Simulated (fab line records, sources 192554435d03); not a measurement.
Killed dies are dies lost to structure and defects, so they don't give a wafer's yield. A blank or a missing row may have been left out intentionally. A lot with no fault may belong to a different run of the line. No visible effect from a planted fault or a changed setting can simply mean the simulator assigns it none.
Which tool is to blame? -- flow n5 finfet -- 11 lots with 32 wafers sampled at 3 steps, on a route of 1938 steps

## WHAT EACH GAUGE READ, for each wafer
N5_PASSIVATION_CD_MEAS_30: target cd 4000 nm. Usual: cd nm 3999.5 nm, standard deviation 1.8.
lot,measured,on,cd nm (nm),flag
L903,day 11 19:19,cd sem-01,4003.1 4000.5 3998.8,
L907,day 12 23:38,cd sem-03,3999.7 4001.2 4001.7,
L908,day 13 16:17,cd sem-03,3998.5 3999.1,
L911,day 14 07:58,cd sem-02,3999.0 4001.5 3997.2,
L914,day 15 04:44,cd sem-02,4002.7 4001.4 4001.7,
L916,day 15 13:53,cd sem-03,3998.9 3998.2 4000.6,
L919,day 16 06:46,cd sem-01,3999.9 3999.2 3997.8,
L920,day 16 02:29,cd sem-03,3997.6 3998.5 3998.3,
L923,day 17 10:49,cd sem-01,3998.4 3999.5 3997.7,
L924,day 17 11:13,cd sem-02,3999.5 3998.1 3995.7,
L926,day 17 11:40,cd sem-01,3999.7 3998.6 4001.2,

## WHAT TOOL EACH LOT RAN ON (gives the tool, then ch and the chambers of the sampled wafers, and finally the start)
lot,N5_MOL_CONTACT_COAG_CMP_23,N5_PASSIVATION_DEGAS_18
L903,"cmp-03 ch 0,2,3, day 5 01:56","pvd sputter-03, day 11 18:32"
L907,"cmp-04 ch 1,3, day 6 03:54","pvd sputter-03, day 12 22:59"
L908,"cmp-04 ch 0,2, day 6 07:55","pvd sputter-02, day 13 15:31"
L911,"cmp-04 ch 0,2, day 7 08:20","pvd sputter-01, day 14 07:18"
L914,"cmp-04 ch 1,2, day 7 22:35","pvd sputter-01, day 15 03:57"
L916,"cmp-01 ch 0,2,3, day 8 04:02","pvd sputter-02, day 15 13:06"
L919,"cmp-03 ch 0,1, day 9 04:53","pvd sputter-02, day 16 06:06"
L920,"cmp-01 ch 0,2,3, day 9 09:31","pvd sputter-03, day 16 01:49"
L923,"cmp-01 ch 0,1,2, day 9 22:16","pvd sputter-02, day 17 10:10"
L924,"cmp-01 ch 0,2,3, day 10 03:08","pvd sputter-01, day 17 10:27"
L926,"cmp-03 ch 0,2,3, day 10 16:19","pvd sputter-03, day 17 10:53"
- N5_MOL_CONTACT_COAG_CMP_23: polishes, stops on SiO2, t overpolish 1.5 s, target thk 0 nm.
- N5_PASSIVATION_DEGAS_18: time 60 s.

## AS READ BY THE TOOLS THEMSELVES (means over the sampled wafers that have a number; for cases with no such wafer, the mark the record gives instead)
N5_MOL_CONTACT_COAG_CMP_23. Usual: motor current A 8.0 A, standard deviation 0.72; overpolish run s 1.501 s, standard deviation 0.0088; platen rpm 50.29 rpm, standard deviation 0.032; slurry flow ml min 150.0, standard deviation 0.47; time to endpoint s 9.8 s, standard deviation 2.7.
lot,tool,motor current A (A),overpolish run s (s),platen rpm (rpm),slurry flow ml min,time to endpoint s (s),flag
L903,cmp-03,7.7,1.495,50.28,150.0,7.7,
L907,cmp-04,7.4,1.498,50.26,149.7,11.0,
L908,cmp-04,7.3,1.498,50.28,150.6,9.8,
L911,cmp-04,8.0,1.499,50.30,149.6,12.3,
L914,cmp-04,7.3,1.497,50.32,150.0,9.2,
L916,cmp-01,8.5,1.498,50.28,150.1,8.5,
L919,cmp-03,7.2,1.505,50.27,150.1,10.2,
L920,cmp-01,8.4,1.486,50.30,150.3,8.8,
L923,cmp-01,8.5,1.507,50.31,150.0,8.0,
L924,cmp-01,8.5,1.504,50.34,149.7,8.4,
L926,cmp-03,7.5,1.505,50.29,149.7,10.1,

N5_PASSIVATION_DEGAS_18. Usual: heater power w 477 W, standard deviation 50.
lot,tool,heater power w (W),flag
L903,pvd sputter-03,506,
L907,pvd sputter-03,435,
L908,pvd sputter-02,500,
L911,pvd sputter-01,459,
L914,pvd sputter-01,460,
L916,pvd sputter-02,486,
L919,pvd sputter-02,474,
L920,pvd sputter-03,467,
L923,pvd sputter-02,520,
L924,pvd sputter-01,461,
L926,pvd sputter-03,482,

## THE ANSWER, worked out from the rows above alone
Rule: take the mean of a lot's wafers that have a number; if it is more than 3 standard deviations from the usual mean, the lot is off. A lot without any number at a reading at which 4 lots or more have one is off too. Any other lot the step has rows for is counted as sound. Order of review: gauges by route order, followed by the tools' own readings, for which a lot's mean as printed above is used. The first step at which some lot is off is used, and at that step the reading that is off furthest; a lot without a number counts as furthest.
No lot is off on any of the readings shown, so nothing can be concluded from this.

## WHAT WAS PUT IN BY THE SIMULATOR
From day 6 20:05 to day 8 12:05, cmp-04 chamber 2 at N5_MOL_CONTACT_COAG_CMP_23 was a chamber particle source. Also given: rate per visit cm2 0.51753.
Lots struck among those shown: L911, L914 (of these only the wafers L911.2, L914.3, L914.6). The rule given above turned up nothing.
